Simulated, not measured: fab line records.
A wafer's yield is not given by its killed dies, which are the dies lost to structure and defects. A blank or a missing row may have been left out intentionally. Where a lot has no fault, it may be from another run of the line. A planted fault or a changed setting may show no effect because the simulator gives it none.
Comparing a struck lot with a sound one ; flow nand_harc ; 15 steps out of a route of 1302
Sound: these wafers, L676.2, L676.3, L676.4. Wafers L687.4, L687.5, L687.6 were the ones struck. Last of all comes the cause.
Each step with rows lists, per side, the tool, then ch with its chambers, then its first start. Under that, the readings that differ: sound wafers ; struck wafers ; difference of the means ; sigmas: that difference in standard deviations of wafers without a fault.
alike: same words and numbers on both sides, and readings whose means sit less than 2 such deviations apart. not compared: any withheld reading, any reading some wafer has no value for, any bound like >300 that may hide the same value, and any number with overlapping values for which the record gives no deviation.
The two part at a step that has a row with sigmas, a row that says differs or no value, or rows on one side only. When numbers do not overlap yet have no deviation, they are printed without sigmas and do not part them. Lack of a reading on every wafer of one side parts them only where that side has two or more wafers.

first, 2 steps without rows for these wafers: NHARC_A_CONTACT_PEB_40 (peb time 65 s); NHARC_A_CONTACT_DEVELOP_41 (develop time 35 s).
NHARC_A_CONTACT_CD_MEAS_42: the cd target is 300 nm.
  sound on cd_sem-01 ch 0, day 21 23:41; struck on cd_sem-02 ch 0, day 26 20:50
  alike: cd_nm
NHARC_A_CONTACT_OVL_MEAS_43:
  struck on overlay-02, day 26 20:55; sound on overlay-01, day 21 23:46
  alike: overlay_x_nm, overlay_y_nm
NHARC_A_CONTACT_INSPECT_44:
  struck on defect_inspect-01, day 26 20:57; sound on defect_inspect-01, day 21 23:48
reading;sound;struck;difference;sigmas
raw_defect_count;19 17 16;124 122 123;+106;+3
then, 1 step without rows for these wafers: NHARC_A_CONTACT_DESCUM_47 (chemistry O2, time 3 s).
NHARC_A_CONTACT_ETCH_48: etches the open film in CF4, target depth 39 nm, time 65 s.
  sound on rie_diel-02 ch 0,2,3, day 22 00:08; struck on rie_diel-03 ch 1,2,3, day 26 21:06
reading;sound;struck;difference;sigmas
bias_w (W);100.8 100.6 99.6;99.2 99.9 99.9;-0.7;-2
  alike: cf4_flow_sccm, drypump_motor_current_A, oes_product_au, rf_vpp_V, showerhead_plenum_p_Torr, throttle_valve_pct
  not compared: rf_hours_counter_h
then, 1 step without rows for these wafers: NHARC_A_CONTACT_ETCH_49 (etches the open film in N2/H2, target depth 260 nm, time 475.3 s).
NHARC_A_CONTACT_ETCH_50: etches the open film in CF4/CHF3, target depth 121 nm, time 60.5 s.
  sound on rie_diel-02 ch 0,1,3; struck on rie_diel-03 ch 0,2,3
reading;sound;struck;difference;sigmas
oes_product_au (a.u.);0.916 0.930 0.922;0.982 0.958 0.989;+0.054;+2
  alike: bias_w, cf4_flow_sccm, drypump_motor_current_A, rf_vpp_V, showerhead_plenum_p_Torr, throttle_valve_pct
  not compared: rf_hours_counter_h
NHARC_A_CONTACT_ETCH_51: etches the open film in O2/COS, target depth 7000 nm, time 1820 s.
  sound on rie_diel-02 ch 0,1,2; struck on rie_diel-03 ch 0,1,3
  alike: bias_w, chamber_pressure_mTorr, drypump_motor_current_A, oes_product_au, rf_vpp_V, showerhead_plenum_p_Torr, throttle_valve_pct
  not compared: rf_hours_counter_h
then, 1 step without rows for these wafers: NHARC_A_CONTACT_ETCH_111 (etches the open film in C4F8/O2/Ar, time 140 s, target depth 700 nm).
NHARC_A_CONTACT_ETCH_112: etches the open film in C4F8/O2/Ar, time 190 s, target depth 1850 nm.
  sound on har_cap_etch-02 ch 0,1, day 22 02:20; struck on har_cap_etch-03 ch 0,1, day 26 23:11
  alike: chamber_pressure_mTorr, oes_air_line_au
  not compared: rf_hours_counter_h
NHARC_A_CONTACT_ETCH_113: etches the open film in C4F8/O2/Ar, time 190 s, target depth 1850 nm.
  sound on har_cap_etch-02 ch 0,1, day 22 02:30; struck on har_cap_etch-03 ch 0,1, day 26 23:25
  no value came back on the struck wafers for chamber_pressure_mTorr (mTorr), oes_air_line_au (a.u.); on the sound wafers chamber_pressure_mTorr (mTorr) reads 20.005 19.968 19.975
  not compared: rf_hours_counter_h
NHARC_A_CONTACT_ETCH_114: etches the open film in C4F8/O2/Ar, time 190 s, target depth 1850 nm.
  sound on har_cap_etch-02 ch 0,1, day 22 02:40; struck on har_cap_etch-03 ch 0,1, day 26 23:38
  alike: chamber_pressure_mTorr, oes_air_line_au
  not compared: rf_hours_counter_h
-- jump in the record: it breaks off in module A_CONTACT and resumes in module END (first step shown: number 1302 of the route), and 3 days separate the struck wafers' starts before and after --
NHARC_END_SORT_01:
  here the record holds rows for the struck wafers (prober-01 ch 0, day 30 01:11) but none for the sound ones

WHERE THEY PART
Earliest at NHARC_A_CONTACT_INSPECT_44; latest, in this record, at NHARC_END_SORT_01.

WHY: the cause the simulator had injected
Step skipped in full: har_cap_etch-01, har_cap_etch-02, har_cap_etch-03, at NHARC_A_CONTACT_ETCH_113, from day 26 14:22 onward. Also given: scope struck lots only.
